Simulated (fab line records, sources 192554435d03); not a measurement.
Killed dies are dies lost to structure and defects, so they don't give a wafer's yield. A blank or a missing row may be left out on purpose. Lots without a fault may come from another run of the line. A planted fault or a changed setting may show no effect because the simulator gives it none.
Chamber matching | flow n5_finfet | N5_BEOL_M14_DEP_53 on pecvd-01: 3 sister chambers
The step deposits SiCN from 3MS/NH3, target thk 50 nm, time 17.8 s. 19 wafers are shown with their chamber, then 9 later ones without.

WAFERS WITH THEIR CHAMBER
wafer  | chamber | showerhead_plenum_p_Torr (Torr) | throttle_valve_pct (%)
L979.3 | 1       | 4.152                           | 18.0
L979.5 | 1       | 4.164                           | 18.1
L979.6 | 2       | 4.176                           | 17.9
L984.1 | 2       | 4.174                           | 17.8
L984.2 | 0       | 4.167                           | 17.9
L984.6 | 0       | 4.169                           | 18.1
L983.2 | 2       | 4.174                           | 18.0
L983.3 | 1       | 4.163                           | 18.1
L983.5 | 1       | 4.165                           | 18.0
L985.2 | 0       | 4.160                           | 18.3
L985.4 | 2       | 4.178                           | 18.0
L985.5 | 0       | 4.179                           | 17.9
L987.1 | 1       | 4.162                           | 18.5
L987.3 | 0       | 4.175                           | 17.9
L988.1 | 0       | 4.170                           | 17.9
L988.3 | 2       | 4.181                           | 18.1
L993.1 | 2       | 4.176                           | 18.1
L993.3 | 1       | 4.156                           | 18.2
L993.4 | 0       | 4.166                           | 18.0

SIGNATURES (means of the wafers above)
reading                  | chamber 0 | chamber 1 | chamber 2 | scatter within a chamber
showerhead_plenum_p_Torr | 4.16943   | 4.16033   | 4.17650   | 0.00499
throttle_valve_pct       | 18.000    | 18.150    | 17.983    | 0.155
Rule: a wafer's distance from a chamber is the root of the sum, over the readings, of the square of ((its reading less the chamber's mean) divided by the reading's scatter). The wafer belongs to the nearest chamber; if the next one is less than 2 further off, it can't be placed. The scatter: the root of (the sum of the squares of (reading less its chamber's mean) over the shown wafers, divided by (wafers less chambers)).

WAFERS WITHOUT THEIR CHAMBER
wafer  | showerhead_plenum_p_Torr (Torr) | throttle_valve_pct (%)
L996.1 | 4.168                           | 18.1
L996.4 | 4.160                           | 18.1
L996.5 | 4.158                           | 18.3
L998.2 | 4.169                           | 17.9
L998.3 | 4.163                           | 18.1
L998.5 | 4.165                           | 18.0
L999.2 | 4.178                           | 17.9
L999.4 | 4.177                           | 18.2
L999.6 | 4.162                           | 18.2

WHICH CHAMBER EACH WENT THROUGH
wafer  | from the rows above          | in truth
L996.1 | can't be placed: 0 or 1 or 2 | 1
L996.4 | can't be placed: 1 or 0      | 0
L996.5 | can't be placed: 1 or 0      | 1
L998.2 | can't be placed: 0 or 2 or 1 | 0
L998.3 | can't be placed: 1 or 0      | 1
L998.5 | can't be placed: 0 or 1 or 2 | 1
L999.2 | can't be placed: 2 or 0      | 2
L999.4 | can't be placed: 2 or 0 or 1 | 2
L999.6 | can't be placed: 1 or 0      | 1
Placed correctly: 0 of 9. Can't be placed from these rows: 9 (the true chamber is among the candidates in 9). Placed wrongly: 0.
